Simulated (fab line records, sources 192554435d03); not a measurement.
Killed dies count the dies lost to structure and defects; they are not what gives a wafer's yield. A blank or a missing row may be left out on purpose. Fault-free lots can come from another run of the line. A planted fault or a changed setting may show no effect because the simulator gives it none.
Matching of chambers / flow n5Finfet / N5_SDB_ALD_29 on aldSin-03: 3 sister chambers
The step deposits SiNx, target thk 30 nm, pulse time 1 s, ald cycles 600. 14 wafers are shown with their chamber, then 5 later ones without.

## WAFERS PAIRED WITH THEIR CHAMBERS
wafer=L323.2; chamber=0; heaterPowerW (W)=783; precursorPulseHeightRel=0.977
wafer=L323.4; chamber=0; heaterPowerW (W)=771; precursorPulseHeightRel=0.990
wafer=L323.5; chamber=1; heaterPowerW (W)=814; precursorPulseHeightRel=0.972
wafer=L324.1; chamber=1; heaterPowerW (W)=799; precursorPulseHeightRel=1.025
wafer=L324.2; chamber=0; heaterPowerW (W)=780; precursorPulseHeightRel=0.974
wafer=L324.6; chamber=0; heaterPowerW (W)=753; precursorPulseHeightRel=0.947
wafer=L326.3; chamber=1; heaterPowerW (W)=794; precursorPulseHeightRel=1.028
wafer=L326.4; chamber=2; heaterPowerW (W)=823; precursorPulseHeightRel=1.020
wafer=L326.5; chamber=0; heaterPowerW (W)=759; precursorPulseHeightRel=1.003
wafer=L327.2; chamber=2; heaterPowerW (W)=821; precursorPulseHeightRel=1.019
wafer=L327.3; chamber=0; heaterPowerW (W)=772; precursorPulseHeightRel=0.998
wafer=L327.5; chamber=0; heaterPowerW (W)=778; precursorPulseHeightRel=1.011
wafer=L331.3; chamber=0; heaterPowerW (W)=763; precursorPulseHeightRel=0.999
wafer=L331.4; chamber=1; heaterPowerW (W)=806; precursorPulseHeightRel=1.009

SIGNATURES (averages over the wafers above)
reading=heaterPowerW; chamber 0=769.88; chamber 1=803.25; chamber 2=822.00; scatter within a chamber=9.66
reading=precursorPulseHeightRel; chamber 0=0.98738; chamber 1=1.00850; chamber 2=1.01950; scatter within a chamber=0.0212
Rule: distance of a wafer from a chamber = root of the sum over the readings of ((wafer's reading minus chamber's mean) / reading's scatter) squared. If the next closest chamber is less than 2 further off than the closest, the wafer can't be placed; otherwise it belongs to the closest. The scatter: take each reading less its chamber's mean, square it, sum over the shown wafers, divide by the number of wafers less the number of chambers, and take the root.

## WAFERS WITH NO CHAMBER GIVEN
wafer=L331.5; heaterPowerW (W)=806; precursorPulseHeightRel=0.996
wafer=L332.3; heaterPowerW (W)=766; precursorPulseHeightRel=1.001
wafer=L332.6; heaterPowerW (W)=757; precursorPulseHeightRel=1.030
wafer=L342.1; heaterPowerW (W)=767; precursorPulseHeightRel=0.980
wafer=L342.2; heaterPowerW (W)=816; precursorPulseHeightRel=1.010

## CHAMBER TAKEN BY EACH
wafer=L331.5; from the rows above=can't be placed: 1 or 2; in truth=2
wafer=L332.3; from the rows above=0; in truth=0
wafer=L332.6; from the rows above=0; in truth=0
wafer=L342.1; from the rows above=0; in truth=0
wafer=L342.2; from the rows above=can't be placed: 2 or 1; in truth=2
Correct placement for 3 of the 5. Cannot be placed on the basis of these rows: 2; the candidates contain the true chamber in 2. Placed wrongly: 0.
